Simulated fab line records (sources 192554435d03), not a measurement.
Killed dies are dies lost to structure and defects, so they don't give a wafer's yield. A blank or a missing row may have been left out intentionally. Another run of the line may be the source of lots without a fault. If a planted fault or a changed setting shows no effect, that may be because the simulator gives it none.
fab line records	flow n5Finfet
[record] lots = 4	wafers = 12	lastDay = 17
route steps=1938 shown BEOL_M9@1417 PASSIVATION@1936
lots that met no fault: taken from a fault-free run of the same line
startH: hours from the record's opening day to when the first of the lot's shown wafers began	waitH: hours from the lot's prior step to this one	" as in the row above	L1.1+2: a single row standing in for several wafers	- value missing, or start not given	* or withheld: withheld	< > ~ a bound
route shown NAME@n: NAME is a module with steps in the file, n the number in the route of the first one	usual: mean and standard deviation over wafers with no fault	same: alike in all rows	chamber/n: place in a boat	sites: the reading at each site	_std_site: the standard deviation of these	_edge_site: the outer-site mean with the inner-site mean subtracted	radiusMm: for every site, how far away it sits from the centre of the wafer	mask NAME#n: copy n	behind: the last tool/chamber to shape the wafer	hold: why the lot was held/for how many hours/how that ended	device: names the non-switching transistor (n, p or np)	end of line: tests of these same wafers at the route's end	a step with no rows: only its recipe	killed: not the wafer's yield, but the dies lost to structure and defects at the first sort	map: a wafer's dies, x killed, . not, _ none there
set.NAME: setting as actually run; set.NAME@STEP: the setting as run at that earlier step	model.NAME: the simulator's own value behind a step, which no gauge read
lots at some steps of the route; a table a step, a row a wafer
services: the hour from which a tool's chamber was out of use, counted from the record's first day as startH (under 0 if before that day), plus the number of hours and why
[[steps]]
[step N5_BEOL_M9_DESCUM_16]
[recipe] chemistry = O2	timeS = 7.9	sourcePowerW = 50	biasPowerW = 20	pressureMtorr = 20	rfFrequencyHz = 2.712e+07	tempC = 40	resist = CAR-ArF	o2FlowSccm = 225
[step N5_BEOL_M9_ETCH_61]
[recipe] chemistry = CF4	target = SiARC	targetDepthA = 390	maskMaterial = CAR-ArF	timeS = 65	ionEnergyEv = 80	pressureMtorr = 40	sourceW = 545	biasW = 36	Ar_flow_sccm = 100	cf4FlowSccm = 100	ends = cleared
[step N5_BEOL_M9_ETCH_62]
[recipe] chemistry = N2/H2	target = SOC	targetDepthA = 1100	overetchA = 220	maskMaterial = SiARC	tempC = 40	timeS = 165	ionEnergyEv = 200	pressureMtorr = 30	sourceW = 840	biasW = 150	n2FlowSccm = 200	h2FlowSccm = 200
[step N5_BEOL_M9_STRIP_68]
[recipe] chemistry = N2/H2	tempC = 40	n2FlowSccm = 200	h2FlowSccm = 200	rfFrequencyHz = 6e+07
[step N5_BEOL_M9_STRIP_67]
[recipe] chemistry = CF4	resist = SiARC	powerW = 300	biasPowerW = 75	pressureMtorr = 50	cf4FlowSccm = 150	rfFrequencyHz = 6e+07
[step N5_BEOL_M9_HM_OPEN_17]
[recipe] chemistry = Cl2/BCl3	targetDepthA = 200	overetchA = 60	target = TiN	maskMaterial = SOC	ionEnergyEv = 150	pressureMtorr = 10	icpW = 1000	biasW = 126	Cl2_flow_sccm = 53.25	bcl3FlowSccm = 21.75	Ar_flow_sccm = 25
[step N5_BEOL_M9_STRIP_19]
[recipe] chemistry = O2	powerW = 400	tempC = 40	pressureMtorr = 30	rfFrequencyHz = 6e+07	biasPowerW = 0	overashFraction = 0.2	o2FlowSccm = 225
[step N5_BEOL_M9_COAT_63]
[recipe] resist = SOC	tempC = 250	timeS = 60	spinRpm = 1500	resistThkNm = 60
[step N5_BEOL_M9_COAT_64]
[recipe] resist = SiARC	tempC = 220	timeS = 60	spinRpm = 1500	resistThkNm = 12
[step N5_BEOL_M9_COAT_75]
[recipe] resist = underlayer	tempC = 205	timeS = 60	spinRpm = 1500	resistThkNm = 5
[step N5_BEOL_M9_COAT_22]
[recipe] resist = CAR-EUV	spinRpm = 1500	resistThkNm = 30
[usual] chillPlateTempC = 23.02/0.12	spinSpeedRpm = 1500.1/0.85
lot.wafer	tool	chamber	startH	waitH	chillPlateTempC	spinSpeedRpm	model.CAR-EUV_of_BEOL_M9_COAT_22.thkNm
L913.1	lithoTrack-03	0	232.36	-	23.05	1500.3	29.8
L913.4	"	0	"	"	22.97	1500.4	30
L913.6	"	0	"	"	22.84	1500.7	29.8
L927.2	lithoTrack-03	0	305.36	-	22.96	1453.5	30.4
L927.3	"	0	"	"	23.10	1454.0	30.4
L927.5	"	0	"	"	22.92	1453.4	30.4
L925.2	lithoTrack-03	0	308.11	-	22.99	1455.5	30.4
L925.4	"	0	"	"	23.26	1453.0	30.4
L925.5	"	0	"	"	22.98	1454.0	30.4
L934.1	lithoTrack-04	0	357.10	-	22.94	1500.7	30
L934.2	"	0	"	"	22.97	1499.9	29.8
L934.5	"	0	"	"	22.73	1500.0	29.8
[step N5_BEOL_M9_EBR_24]
[recipe] solvent = PGMEA	ebrWidthMm = 1.5
[step N5_BEOL_M9_SOFTBAKE_23]
[recipe] tempC = 110	timeS = 60	resist = CAR-EUV
[step N5_BEOL_M9_EXPOSE_25]
[recipe] maskId = V8	na = 0.33	sourceShape = annular	sigmaInner = 0.4	sigmaOuter = 0.8	polarization = unpolarized	doseMj = 37.25
[step N5_BEOL_M9_PEB_26]
[recipe] pebTempC = 100	pebTimeS = 60	resist = CAR-EUV
[step N5_BEOL_M9_DEVELOP_27]
[recipe] developTimeS = 30	developer = TMAH	resist = CAR-EUV	rinseLiquid = surfactantRinse	dry = airSpin	devTempC = 23
[step N5_BEOL_M9_DESCUM_33]
[recipe] chemistry = O2	timeS = 7	sourcePowerW = 50	biasPowerW = 20	pressureMtorr = 20	rfFrequencyHz = 2.712e+07	tempC = 40	resist = CAR-EUV	o2FlowSccm = 225
[step N5_BEOL_M9_ETCH_76]
[recipe] chemistry = N2/H2	target = underlayer	targetDepthA = 65	maskMaterial = CAR-EUV	timeS = 5.2	ionEnergyEv = 200	pressureMtorr = 30	sourceW = 840	biasW = 150	n2FlowSccm = 200	h2FlowSccm = 200	ends = cleared
[step N5_BEOL_M9_ETCH_65]
[recipe] chemistry = CF4	target = SiARC	targetDepthA = 156	maskMaterial = CAR-EUV	timeS = 26	ionEnergyEv = 80	pressureMtorr = 40	sourceW = 545	biasW = 36	Ar_flow_sccm = 100	cf4FlowSccm = 100	ends = cleared
[usual] chamberPressureMTorr = 40.00/0.04	drypumpMotorCurrentA = 5.6/0.48	etchRfOnTimeS = 26.2/0.49	oesProductAu = 0.64/0.047	rfFwdPowerW = 531.8/1.7	rfVppV = 184.3/1.3	showerheadPlenumPTorr = 2.16/0.085	throttleValvePct = 15.75/0.19
lot.wafer	tool	chamber	startH	waitH	chamberPressureMTorr	drypumpMotorCurrentA	etchRfOnTimeS	oesProductAu	rfFwdPowerW	rfHoursCounterH	rfVppV	showerheadPlenumPTorr	throttleValvePct	model.CAR-EUV_of_BEOL_M9_COAT_22.thkNm
L913.1	rieDiel-01	0	233.02	0.0	39.98	6.2	26.5	0.60	532.8	203	184.7	2.21	15.81	11.2
L913.4	"	2	"	"	39.98	4.8	25.1	0.77	532.3	33	185.9	2.26	15.44	11.2
L913.6	"	3	"	"	39.98	5.2	24.8	0.65	531.9	-	183.7	2.13	15.84	11
L927.2	rieDiel-03	2	305.79	0.0	40.02	6.5	26.7	0.60	531.2	193	183.1	2.21	15.54	11.6
L927.3	"	1	"	"	39.99	5.2	26.6	0.60	530.1	191	184.5	2.13	15.92	11.4
L927.5	"	0	"	"	40.03	5.3	26.1	0.61	531.5	-	182.8	2.13	16.04	11.4
L925.2	rieDiel-02	1	308.67	0.0	39.98	4.9	26.9	0.58	530.9	242	182.3	2.03	15.44	11.6
L925.4	"	3	"	"	40.09	5.7	26.2	0.70	534.8	94	185.9	2.25	15.59	11.6
L925.5	"	2	"	"	40.01	6.0	25.8	0.64	533.4	-	182.6	1.98	15.95	11.6
L934.1	rieDiel-01	1	357.79	0.0	39.98	5.8	26.2	0.67	531.9	87	185.2	2.24	15.79	11.2
L934.2	"	3	"	"	39.98	5.2	25.0	0.63	532.8	203	184.0	2.12	15.92	10.8
L934.5	"	0	"	"	39.99	6.2	26.2	0.58	527.9	-	184.2	2.20	15.86	11
[step N5_BEOL_M9_ETCH_66]
[recipe] chemistry = N2/H2	target = SOC	targetDepthA = 800	overetchA = 160	maskMaterial = SiARC	tempC = 40	timeS = 120	ionEnergyEv = 200	pressureMtorr = 30	sourceW = 840	biasW = 150	n2FlowSccm = 200	h2FlowSccm = 200
[step N5_PASSIVATION_PROBE_49]
[usual] defectLimitedYield = 91.6/1.2	killed_at_M0_to_M3 = 33/9.4	killed_at_M4_up = 13/5.2	killedAtContacts = 13/5.6	killedAtFrontEnd = 37/9.5	killedAtOther = 4/3.1	killedDies = 99/15	killedOpen = 65/11	killedShort = 32/7.5	sort_bin_5_function = 4.9/0.77	sort_bin_6_memory = 3.1/0.65	sort_bin_8_speed = 0.01/0.056	sortNPass = 1081/15	sortYieldPct = 91.6/1.2
[same] grossDies = 1180	killedAtBackSide = 0	sort_bin_4_leakage[%] = 0
lot.wafer	tool	chamber	startH	waitH	defectLimitedYield[%]	killed_at_M0_to_M3	killed_at_M4_up	killedAtContacts	killedAtFrontEnd	killedAtOther	killedDies	killedOpen	killedShort	sort_bin_5_function[%]	sort_bin_6_memory[%]	sort_bin_8_speed[%]	sortNPass	sortYieldPct[%]
L927.2	prober-01	-	374.83	0.1	90.8	49	14	16	27	3	109	76	33	5.8	3.1	0	1071	90.8
L927.3	prober-01	-	374.88	0.1	90.2	42	16	24	34	0	116	82	33	6.0	3.8	0	1064	90.2
L927.5	prober-01	-	374.98	0.2	91.0	40	17	15	30	4	106	71	34	5.0	3.6	0	1074	91.0
// killed by level:class
L927.2 BEOL_M0_SAQP:geometricParticle:open=12 MOL_CONTACT_COAG:geometricParticle:open=12 BEOL_M0_SAQP:geometricParticle:short=12 BEOL_M2:geometricParticle:open=9 STI_FIN_REVEAL:geometricParticle:open=8 BEOL_M4:geometricParticle:open=8 BEOL_M3:geometricParticle:open=7 FIN_SAQP:geometricParticle:open=6
L927.3 MOL_CONTACT_COAG:geometricParticle:open=19 BEOL_M0_SAQP:geometricParticle:short=7 BEOL_M0_SAQP:geometricParticle:open=7 BEOL_M2:geometricParticle:open=7 BEOL_M3:geometricParticle:open=7 FIN_SAQP:geometricParticle:open=6 FIN_SAQP:geometricParticle:short=5 STI_FIN_REVEAL:geometricParticle:open=5
L927.5 MOL_CONTACT_COAG:geometricParticle:open=14 BEOL_M4:geometricParticle:open=11 BEOL_M0_SAQP:geometricParticle:short=10 BEOL_M0_SAQP:geometricParticle:open=9 STI_FIN_REVEAL:geometricParticle:open=7 DUMMY_GATE:geometricParticle:open=7 BEOL_M1:geometricParticle:open=6 BEOL_M2:geometricParticle:short=5
[[services]]
tool	chamber	startH	hours	kind
rieDiel-03	0	215.28	6.4	repair
rieDiel-01	-	250.99	1.8	repair
rieDiel-02	2	286.38	3.2	repair
rieDiel-03	3	322.36	15.4	repair
rieDiel-02	1	334.87	-	clean
rieDiel-02	1	334.87	-	consumableReplace:focusRing
rieDiel-02	1	334.87	-	consumableReplace:showerhead
rieDiel-02	1	334.87	27.6	scheduledDown
rieDiel-02	1	334.87	27.6	ventCycle
rieDiel-03	1	337.77	14.5	repair
rieDiel-01	-	341.60	14.6	pm
[[key]]
[firstSign] step = N5_BEOL_M9_COAT_22	reading = spinSpeedRpm	direction = down	sigmas = 54	usual = *	struck = *
effect none on later readings
[modelEffect] step = N5_BEOL_M9_COAT_22	value = CAR-EUV_of_BEOL_M9_COAT_22.thkNm	without = 29.97	struck = 30.4
[modelEffect] step = N5_BEOL_M9_ETCH_65	value = CAR-EUV_of_BEOL_M9_COAT_22.thkNm	without = 11.07	struck = 11.53
metAt N5_BEOL_M9_COAT_22
struckWafers L925.2,L925.4,L925.5,L927.2,L927.3,L927.5
onsetBetween 232.36 305.36
[fault] kind = processParameterDrift	tool = lithoTrack-03	chamber = -	onsetH = 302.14	steps = N5_BEOL_M9_COAT_22	channel = spinRpm	offset = *	shape = step	endH = 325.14	actsIn = *	stated = *
